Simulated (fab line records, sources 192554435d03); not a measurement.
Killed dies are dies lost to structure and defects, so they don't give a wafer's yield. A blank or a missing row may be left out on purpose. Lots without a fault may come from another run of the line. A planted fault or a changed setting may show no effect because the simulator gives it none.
One fault seen from 2 desks | flow n5_finfet | each desk has only its own numbers; what lay behind them comes last

THE METROLOGY DESK
What the gauges read, lot by lot, whatever tool the lot ran on: means of the sampled wafers that have a number. A lot is out of limits, marked OUT, if its mean lies more than 4 standard deviations from the usual mean; the brackets give that distance. Of its 11 readings 7 are shown: the one that was out of limits first, and those that lie furthest out on some lot.
Columns: A = thk_nm at N5_SD_EPI_P_EPI_MEAS_23, usual 61.0 nm; B = DIBL_N at N5_BEOL_M4_RC_MEAS_101, usual 36.4 mV/V; C = IOFF_P at N5_BEOL_M4_RC_MEAS_101, usual 0.202 nA/um; D = ION_N at N5_BEOL_M4_RC_MEAS_101, usual 671 uA/um; E = ION_P at N5_BEOL_M4_RC_MEAS_101, usual 460 uA/um; F = SS_P at N5_BEOL_M4_RC_MEAS_101, usual 73.4 mV/dec; G = VT_P at N5_BEOL_M4_RC_MEAS_101, usual -251.4 mV
lot  | first seen here | A             | B    | C     | D   | E   | F    | G
L859 | day 4 04:44     | 60.5          | 37.3 | 0.161 | 663 | 446 | 73.6 | -256.9
L860 | day 4 08:32     | 1.1 (-54) OUT | -    | -     | -   | -   | -    | -
L861 | day 4 14:08     | 1.8 (-54) OUT | -    | -     | -   | -   | -    | -
L870 | day 7 00:50     | 60.6          | 36.0 | 0.202 | 684 | 467 | 73.6 | -251.3
L871 | day 7 03:26     | 60.7          | 36.1 | 0.204 | 665 | 455 | 73.6 | -249.9
L872 | day 7 08:40     | 61.3          | 34.5 | 0.194 | 667 | 459 | 73.0 | -250.0
L873 | day 7 14:48     | 61.3          | 35.7 | 0.192 | 658 | 455 | 73.3 | -254.6
L875 | day 8 07:43     | 59.6          | 36.7 | 0.243 | 658 | 462 | 73.4 | -247.9
L878 | day 9 09:01     | 58.8          | 35.0 | 0.202 | 671 | 463 | 72.5 | -249.5
This desk's finding: out of limits on L860, L861; first on L860, day 4 08:32 (thk_nm at N5_SD_EPI_P_EPI_MEAS_23). In limits: L859, L870, L871, L872, L873, L875, L878.

THE TOOL OWNER'S DESK: rie_diel-01
The tool's own readings at N5_SD_EPI_P_ETCHBACK_46 (etches SiNx in CH3F/O2, stops on SiO2, target depth 17.5 nm): means of the sampled wafers that have a number, for each lot that ran on this tool. A lot is out of limits, marked OUT, if its mean lies more than 4 standard deviations from the usual mean; the brackets give that distance.
Columns: A = CH3F_flow_sccm at N5_SD_EPI_P_ETCHBACK_46, usual 30.00 sccm; B = O2_flow_sccm at N5_SD_EPI_P_ETCHBACK_46, usual 20.00 sccm; C = drypump_motor_current_A at N5_SD_EPI_P_ETCHBACK_46, usual 5.5 A; D = oes_product_au at N5_SD_EPI_P_ETCHBACK_46, usual 0.70 a.u.; E = rf_vpp_V at N5_SD_EPI_P_ETCHBACK_46, usual 298 V; F = showerhead_plenum_p_Torr at N5_SD_EPI_P_ETCHBACK_46, usual 2.03 Torr; G = throttle_valve_pct at N5_SD_EPI_P_ETCHBACK_46, usual 16.35 %
lot  | first seen here | A     | B     | C   | D    | E   | F    | G
L870 | day 6 20:52     | 30.00 | 19.97 | 5.5 | 0.70 | 298 | 2.08 | 16.22
L871 | day 6 23:28     | 29.97 | 20.04 | 5.6 | 0.70 | 301 | 2.05 | 16.21
L872 | day 7 04:40     | 30.01 | 20.00 | 5.5 | 0.75 | 300 | 2.10 | 16.10
L873 | day 7 11:39     | 29.97 | 19.95 | 5.6 | 0.70 | 300 | 2.05 | 16.22
L875 | day 8 03:45     | 30.00 | 19.97 | 5.4 | 0.64 | 297 | 2.03 | 16.47
This desk's finding: nothing out of limits on any of the 5 lots.

PUT TOGETHER
The metrology desk could have raised an alarm at day 4 08:32, on L860, L861.
The tool owner's desk saw nothing out of limits.
The tool owner's desk has no number on record for L860, L861.
Of the lots named, all ran N5_SD_EPI_P_ETCHBACK_46 on rie_diel-01.

WHAT THE SIMULATOR HAD PUT IN
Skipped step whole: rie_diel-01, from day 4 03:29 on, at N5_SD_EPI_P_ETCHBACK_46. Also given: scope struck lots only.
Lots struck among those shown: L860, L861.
Hours from the fault's start to each desk's first reading out of limits: the metrology desk, 5.
